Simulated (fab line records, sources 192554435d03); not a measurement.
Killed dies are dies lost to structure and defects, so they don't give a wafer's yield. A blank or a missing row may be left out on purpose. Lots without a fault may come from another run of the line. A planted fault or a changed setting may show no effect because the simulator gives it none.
Split-lot experiment | flow n5_finfet | 7 lots, 21 wafers read, on a route of 1938 steps

THE SPLIT
At N5_BEOL_M15_EXPOSE_07 (exposes mask V14), the setting dose_mj was moved away from the recipe's 41.25 on 7 of the 21 wafers read, by -4.1% to +6.9%. The other wafers ran this setting at the recipe's value.

FROM THE SPLIT TO THE READING: what the file shows between them, 3 steps
- N5_BEOL_M15_PEB_08: peb time 90 s
- N5_BEOL_M15_DEVELOP_09: develop time 45 s
- N5_BEOL_M15_HARDBAKE_14: time 120 s

THE READING
cd_nm, in nm, at N5_BEOL_M15_CD_MEAS_10 (target cd 360 nm). Fault-free wafers of this fab line usually give 360.2 nm, standard deviation 2.5 nm.

wafer  | tool, chamber at the split | dose_mj as run | against the recipe | cd_nm, nm | against lot-mates on the recipe
L074.2 | krf_scanner-02, 0          | 44.1           | +6.9%              | 371.1     | +8.2
L074.3 | krf_scanner-02, 0          | 44.1           | +6.9%              | 370.4     | +7.5
L074.5 | krf_scanner-02, 0          | 41.25          | recipe             | 362.9     | -
L078.2 | krf_scanner-01, 0          | 41.25          | recipe             | 359.0     | -
L078.4 | krf_scanner-01, 0          | 41.25          | recipe             | 358.2     | -
L078.5 | krf_scanner-01, 0          | 41.25          | recipe             | 358.0     | -
L082.1 | krf_scanner-02, 0          | 41.25          | recipe             | 357.5     | -
L082.3 | krf_scanner-02, 0          | 41.25          | recipe             | 359.4     | -
L082.5 | krf_scanner-02, 0          | 41.25          | recipe             | 359.0     | -
L088.3 | krf_scanner-02, 0          | 41.25          | recipe             | 360.9     | -
L088.4 | krf_scanner-02, 0          | 41.25          | recipe             | 363.4     | -
L088.6 | krf_scanner-02, 0          | 41.25          | recipe             | 361.1     | -
L094.1 | krf_scanner-02, 0          | 41.25          | recipe             | 364.2     | -
L094.5 | krf_scanner-02, 0          | 41.25          | recipe             | 365.0     | -
L094.6 | krf_scanner-02, 0          | 42.96          | +4.1%              | 368.5     | +3.9
L095.1 | krf_scanner-01, 0          | 39.57          | -4.1%              | 352.2     | -10.2
L095.2 | krf_scanner-01, 0          | 41.25          | recipe             | 362.4     | -
L095.4 | krf_scanner-01, 0          | 39.57          | -4.1%              | 353.2     | -9.2
L096.4 | krf_scanner-02, 0          | 39.85          | -3.4%              | 352.2     | -4.7
L096.5 | krf_scanner-02, 0          | 39.85          | -3.4%              | 351.2     | -5.7
L096.6 | krf_scanner-02, 0          | 41.25          | recipe             | 356.9     | -

THE FIT
A straight line over all 21 wafers: cd_nm changes by +1.77 nm for each +1% of dose_mj; r = +0.91; the points scatter about the line by 2.4 nm.
The same after taking each lot's own level away (the mean of its wafers on the recipe; 21 wafers): +1.43 nm for each +1%; r = +0.95; scatter 1.5 nm.
On that fit, the largest move of dose_mj shifts the reading by 9.9 nm.
The lots' own levels span 356.90 to 364.60 nm, that is 3.1 times the standard deviation above.
So the lot-to-lot level changes the slope: the two fits differ.
Check: with one of the wafers moved furthest among these (+6.9%) left out of the fit, the line predicts +9.63 nm for it against its lot-mates. It came out at +8.2 nm against them.

OTHER SPLITS ON THESE WAFERS
These wafers also went through other splits before the reading. Each is held against what the fit with the lots' levels taken away leaves over:
other split on the same wafers | wafers away from the commonest value | r with cd_nm (lot level and that fit taken away)
N5_BEOL_M13_COAT_04 spin_rpm   | 9                                    | +0.32
N5_BEOL_M13_COAT_65 spin_rpm   | 8                                    | -0.34
N5_BEOL_M15_ILD_DEP_00 time_s  | 9                                    | +0.11

THE FILE'S OWN FIT
cd_nm changes by +1.38 nm for each +1% of dose_mj, r = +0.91.
